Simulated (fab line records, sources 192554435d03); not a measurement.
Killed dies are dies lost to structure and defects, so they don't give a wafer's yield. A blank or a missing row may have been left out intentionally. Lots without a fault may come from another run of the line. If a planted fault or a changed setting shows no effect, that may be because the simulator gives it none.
The tool behind it: which one? / flow n5Finfet / route of 1938 steps, sampled at 1 step: 11 lots, 31 wafers

== WHAT THE GAUGES SHOWED, per wafer ==
N5_BEOL_M6_INSPECT_13: inspects for defects (brightfield).
lot=L150; measured=day 9 08:52; on=defectInspect-01; rawDefectCount=424 343 397
lot=L149; measured=day 9 12:13; on=defectInspect-01; rawDefectCount=619 380 529
lot=L151; measured=day 10 02:41; on=defectInspect-02; rawDefectCount=373 382
lot=L153; measured=day 10 15:53; on=defectInspect-01; rawDefectCount=476 434
lot=L163; measured=day 13 10:11; on=defectInspect-01; rawDefectCount=423 356 484
lot=L168; measured=day 14 02:33; on=defectInspect-02; rawDefectCount=516 447 487
lot=L166; measured=day 14 09:11; on=defectInspect-02; rawDefectCount=388 697 522
lot=L167; measured=day 14 14:25; on=defectInspect-02; rawDefectCount=324 364 296
lot=L170; measured=day 14 14:36; on=defectInspect-02; rawDefectCount=327 628 518
lot=L169; measured=day 14 20:30; on=defectInspect-02; rawDefectCount=465 397 382
lot=L171; measured=day 15 14:34; on=defectInspect-02; rawDefectCount=572 488 465

== WHICH TOOL RAN EACH LOT (tool, then ch and the chambers of the sampled wafers, then the start) ==
The record holds no process step before these readings.

== THE ANSWER, worked out from the rows above alone ==
Rule: the lots themselves supply what counts as usual. Put in order of their means at a reading, lots are off if they are a third of the lots or fewer, leave a main group of 4 or more, and stand apart from it by a gap of 3 or more times the standard deviation of the main group's means; of several such gaps the widest counts. A main group is skipped when, at the precision printed for the reading in the tables above, its means are all equal. A lot without any number at a reading at which 4 lots or more have one is off too. Where the step has rows for the other lots, those lots are counted as sound.
No lot is off at any reading shown: from this, nothing can be told.

== WHAT HAD BEEN PUT IN BY THE SIMULATOR ==
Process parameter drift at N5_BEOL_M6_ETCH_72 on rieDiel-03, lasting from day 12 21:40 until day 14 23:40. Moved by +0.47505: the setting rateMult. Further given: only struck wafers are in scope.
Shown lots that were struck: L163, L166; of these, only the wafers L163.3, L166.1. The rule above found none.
